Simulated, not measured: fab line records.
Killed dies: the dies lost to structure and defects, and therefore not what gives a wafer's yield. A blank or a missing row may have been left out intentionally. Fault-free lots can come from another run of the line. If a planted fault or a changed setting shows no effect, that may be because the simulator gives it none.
Which tool was responsible? + flow n5-finfet + 33 wafers from 11 lots sampled at 3 of the route's 1938 steps

## WHAT THE GAUGES READ, wafer by wafer
N5_BEOL_M5_CD_MEAS_11: target cd 27.74 nm. Usual: 28.1 nm for cd-nm, sd 0.31.
| lot  | measured     | on        | cd-nm (nm)     | flag |
|------|--------------|-----------|----------------|------|
| L827 | day 10 11:29 | cd-sem-02 | 27.8 27.9 27.9 |      |
| L826 | day 11 04:53 | cd-sem-01 | 28.2 28.3 28.0 |      |
| L829 | day 11 07:49 | cd-sem-02 | 28.4 28.3 28.0 |      |
| L830 | day 11 10:35 | cd-sem-03 | 28.2 28.1 28.4 |      |
| L832 | day 12 08:34 | cd-sem-01 | 28.5 28.1 28.4 |      |
| L834 | day 12 17:07 | cd-sem-02 | 28.3 27.8 28.0 |      |
| L835 | day 12 16:56 | cd-sem-02 | 28.0 28.0 28.1 |      |
| L838 | day 13 03:10 | cd-sem-02 | 28.4 28.7 28.6 |      |
| L841 | day 14 03:55 | cd-sem-01 | 28.3 28.7 28.2 |      |
| L844 | day 15 02:37 | cd-sem-02 | 28.2 28.1 28.2 |      |
| L848 | day 15 16:11 | cd-sem-03 | 28.0 27.6 27.4 |      |

## WHICH TOOL RAN EACH LOT (tool, then ch and the chambers of the sampled wafers, then the start)
| lot  | N5_BEOL_M4_ANNEAL_87         | N5_BEOL_M5_COAT_60                |
|------|------------------------------|-----------------------------------|
| L827 | pvd-sputter-03, day 10 05:50 | litho-track-03 ch 0, day 10 11:14 |
| L826 | pvd-sputter-01, day 11 00:07 | litho-track-05 ch 0, day 11 04:30 |
| L829 | pvd-sputter-03, day 11 01:57 | litho-track-01 ch 0, day 11 07:34 |
| L830 | pvd-sputter-01, day 11 05:57 | litho-track-01 ch 0, day 11 10:12 |
| L832 | pvd-sputter-02, day 12 03:25 | litho-track-05 ch 0, day 12 08:18 |
| L834 | pvd-sputter-03, day 12 10:28 | litho-track-05 ch 0, day 12 16:40 |
| L835 | pvd-sputter-02, day 12 10:37 | litho-track-05 ch 0, day 12 16:34 |
| L838 | pvd-sputter-01, day 12 20:49 | litho-track-05 ch 0, day 13 02:47 |
| L841 | pvd-sputter-03, day 13 23:10 | litho-track-03 ch 0, day 14 03:31 |
| L844 | pvd-sputter-03, day 14 21:19 | litho-track-01 ch 0, day 15 02:22 |
| L848 | pvd-sputter-01, day 15 11:14 | litho-track-03 ch 0, day 15 15:56 |
- N5_BEOL_M4_ANNEAL_87: time 240 s.
- N5_BEOL_M5_COAT_60: time 60 s, resist thk 12 nm.

## AS READ BY THE TOOLS THEMSELVES (means over the sampled wafers that have a number; for cases with no such wafer, the mark the record gives instead)
N5_BEOL_M4_ANNEAL_87. Usual: 786 W for heater-power-w, sd 94.
| lot  | tool           | heater-power-w (W) | flag |
|------|----------------|--------------------|------|
| L827 | pvd-sputter-03 | 667                |      |
| L826 | pvd-sputter-01 | 836                |      |
| L829 | pvd-sputter-03 | 674                |      |
| L830 | pvd-sputter-01 | 831                |      |
| L832 | pvd-sputter-02 | 738                |      |
| L834 | pvd-sputter-03 | 728                |      |
| L835 | pvd-sputter-02 | 736                |      |
| L838 | pvd-sputter-01 | 817                |      |
| L841 | pvd-sputter-03 | 683                |      |
| L844 | pvd-sputter-03 | 733                |      |
| L848 | pvd-sputter-01 | 827                |      |

N5_BEOL_M5_COAT_60. Usual: dispense-pressure-kPa 46.7 kPa, standard deviation 1.8; exhaust-pa 45.2 Pa, standard deviation 0.92; heater-power-total-W 427.6 W, standard deviation 2; run-length-s 65.89 s, standard deviation 0.18.
| lot  | tool           | dispense-pressure-kPa (kPa) | exhaust-pa (Pa) | heater-power-total-W (W) | run-length-s (s) | flag |
|------|----------------|-----------------------------|-----------------|--------------------------|------------------|------|
| L827 | litho-track-03 | 47.3                        | 44.0            | 427.3                    | 65.65            |      |
| L826 | litho-track-05 | 44.4                        | 43.7            | 427.7                    | 65.81            |      |
| L829 | litho-track-01 | 48.5                        | 44.7            | 428.1                    | 66.04            |      |
| L830 | litho-track-01 | 48.5                        | 45.7            | 428.6                    | 66.16            |      |
| L832 | litho-track-05 | 44.3                        | 44.9            | 427.2                    | 65.86            |      |
| L834 | litho-track-05 | 44.3                        | 45.7            | 440.4                    | 62.85            | OFF  |
| L835 | litho-track-05 | 44.4                        | 45.6            | 441.1                    | 62.93            | OFF  |
| L838 | litho-track-05 | 44.3                        | 46.4            | 442.7                    | 62.93            | OFF  |
| L841 | litho-track-03 | 47.2                        | 44.9            | 425.2                    | 65.73            |      |
| L844 | litho-track-01 | 48.5                        | 44.5            | 429.6                    | 66.06            |      |
| L848 | litho-track-03 | 47.2                        | 46.0            | 426.6                    | 65.70            |      |

## THE ANSWER, worked out from the rows above alone
Rule: a lot is off if the mean of its wafers that have a number lies more than 3 standard deviations from the usual mean. Also off: a lot with no number at a reading for which 4 or more lots have one. All remaining lots with rows at the step are treated as sound. Order of review: gauges by route order, followed by the tools' own readings, for which a lot's mean as printed above is used. The first step at which some lot is off is used, and at that step the reading that is off furthest; a lot without a number counts as furthest.
Off: L834, L835, L838 (N5_BEOL_M5_COAT_60, run-length-s).
If a tool, at that step or one of the process steps before it, ran each lot that is off and ran no sound lot following the first of them, it fits. One candidate fits, namely litho-track-05 at N5_BEOL_M5_COAT_60. Its last sound lot is L832 (day 12 08:18), its first lot that is off L835 (day 12 16:34): a fault that began between those two fits.
The tool's own readings at N5_BEOL_M5_COAT_60 bear it out: on the lots that are off they differ by more than 5 times the standard deviation of the sound lots' means. heater-power-total-W reads 441.4 W there against 427.5 W on the sound lots; run-length-s reads 62.90 s there against 65.88 s on the sound lots.

## WHAT THE SIMULATOR HAD PUT IN
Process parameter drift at N5_BEOL_M5_COAT_60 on litho-track-05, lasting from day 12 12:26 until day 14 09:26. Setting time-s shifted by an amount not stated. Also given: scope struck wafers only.
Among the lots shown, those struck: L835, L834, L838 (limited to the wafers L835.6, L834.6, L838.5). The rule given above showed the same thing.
